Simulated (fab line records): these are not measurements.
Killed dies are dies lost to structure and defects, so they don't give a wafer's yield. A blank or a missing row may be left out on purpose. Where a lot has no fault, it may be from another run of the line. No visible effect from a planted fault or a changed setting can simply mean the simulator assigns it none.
A struck lot beside a sound one / flow nand-harc / 14 steps out of a route of 1159
Sound: the wafers L432.1, L432.5, L432.6. The struck wafers were L435.2, L435.3, L435.5. The cause is named last.
Each step with rows lists, per side, the tool, then ch with its chambers, then its first start. Under that, the readings that differ: sound wafers / struck wafers / difference of the means / sigmas: that difference in standard deviations of wafers without a fault.
alike: readings with means less than 2 such deviations apart, plus words and numbers identical on both sides. not compared: withheld readings, readings lacking a value on some wafer, bounds such as >300 that could conceal the same value, and numbers that have no deviation in the record and whose values overlap.
The two part at a step that has a row with sigmas, a row that says differs or no value, or rows on one side only. Non-overlapping numbers with no deviation appear without sigmas and do not part them. Lack of a reading on every wafer of one side parts them only where that side has two or more wafers.

NHARC_P_GATE_DESCUM_31: chemistry O2, time 3 s.
  sound on rie-diel-12 ch 0,2,3, day 6 20:52; struck on rie-diel-12 ch 1,2,3, day 8 01:31
  alike: chamber-pressure-mTorr, drypump-motor-current-A, o2-flow-sccm, oes-product-au, rf-vpp-V, showerhead-plenum-p-Torr, throttle-valve-pct
  not compared: rf-hours-counter-h
NHARC_P_GATE_ETCH_104: etches the open film in CF4/CHF3, target depth 60 nm.
  sound on rie-diel-12 ch 1,2, day 6 20:56; struck on rie-diel-12 ch 1,3, day 8 01:54
  alike: chamber-pressure-mTorr, drypump-motor-current-A, oes-product-au, rf-vpp-V, showerhead-plenum-p-Torr, throttle-valve-pct
NHARC_P_GATE_HM_OPEN_105: chemistry O2/COS, target depth 360 nm.
  sound: rie-diel-12 ch 2,3; struck: rie-diel-12 ch 1,2,3
  alike: chamber-pressure-mTorr, drypump-motor-current-A, o2-flow-sccm, oes-product-au, rf-vpp-V, showerhead-plenum-p-Torr, throttle-valve-pct
  not compared: rf-hours-counter-h
then, 3 steps without rows for these wafers: NHARC_P_GATE_STRIP_106 (strips in O2/COS); NHARC_P_GATE_ETCH_114 (etches the open film in CF4/O2, target depth 30 nm, overetch 3 nm, time 16.5 s); NHARC_P_GATE_ETCH_32 (etches the open film in HBr/Cl2, target depth 150 nm, time 100.1 s).
NHARC_P_GATE_STRIP_108: strips in O2.
  sound on rie-diel-12 ch 1,2,3, day 6 21:31; struck on rie-diel-12 ch 0,2, day 8 02:32
  alike: chamber-pressure-mTorr, drypump-motor-current-A, o2-flow-sccm, oes-product-au, rf-vpp-V, showerhead-plenum-p-Torr, throttle-valve-pct
  not compared: rf-hours-counter-h
NHARC_P_GATE_CD_MEAS_33:
  sound on cd-sem-03, day 6 21:39; struck on cd-sem-02, day 8 02:43
  alike: cd-nm
then, 4 steps without rows for these wafers: NHARC_P_GATE_STRIP_35 (strips in SPM, time 600 s); NHARC_P_GATE_PRECLEAN_73 (cleans in SC1); NHARC_P_GATE_SRD_74; NHARC_P_GATE_ALD_36 (deposits SiNx, target thk 20 nm, pulse time 60 s, ald cycles 223).
NHARC_P_GATE_ETCHBACK_37: etches the open film in CHF3/O2, target depth 34.5 nm, time 17.2 s.
  sound on rie-diel-04 ch 0,1, day 7 07:40; struck on rie-diel-04 ch 2,3, day 8 12:40
  no value came back on the struck wafers for any of 8 readings (bias-w (W), chamber-pressure-mTorr (mTorr) and others); on the sound wafers bias-w (W) reads 199.8 199.9 199.6
  not compared: rf-hours-counter-h
NHARC_P_GATE_STRIP_101: strips in O2, time 20 s.
  sound on rie-diel-04 ch 2,3, day 7 07:46; struck on rie-diel-04 ch 0,2,3, day 8 12:48
  alike: chamber-pressure-mTorr, drypump-motor-current-A, o2-flow-sccm, oes-product-au, rf-vpp-V, showerhead-plenum-p-Torr, throttle-valve-pct
  not compared: rf-hours-counter-h

== WHERE THEY PART ==
Only at NHARC_P_GATE_ETCHBACK_37, as far as this record shows. Later steps at which nothing parts them and some readings are alike: NHARC_P_GATE_STRIP_101.

WHY: whatever the simulator had introduced
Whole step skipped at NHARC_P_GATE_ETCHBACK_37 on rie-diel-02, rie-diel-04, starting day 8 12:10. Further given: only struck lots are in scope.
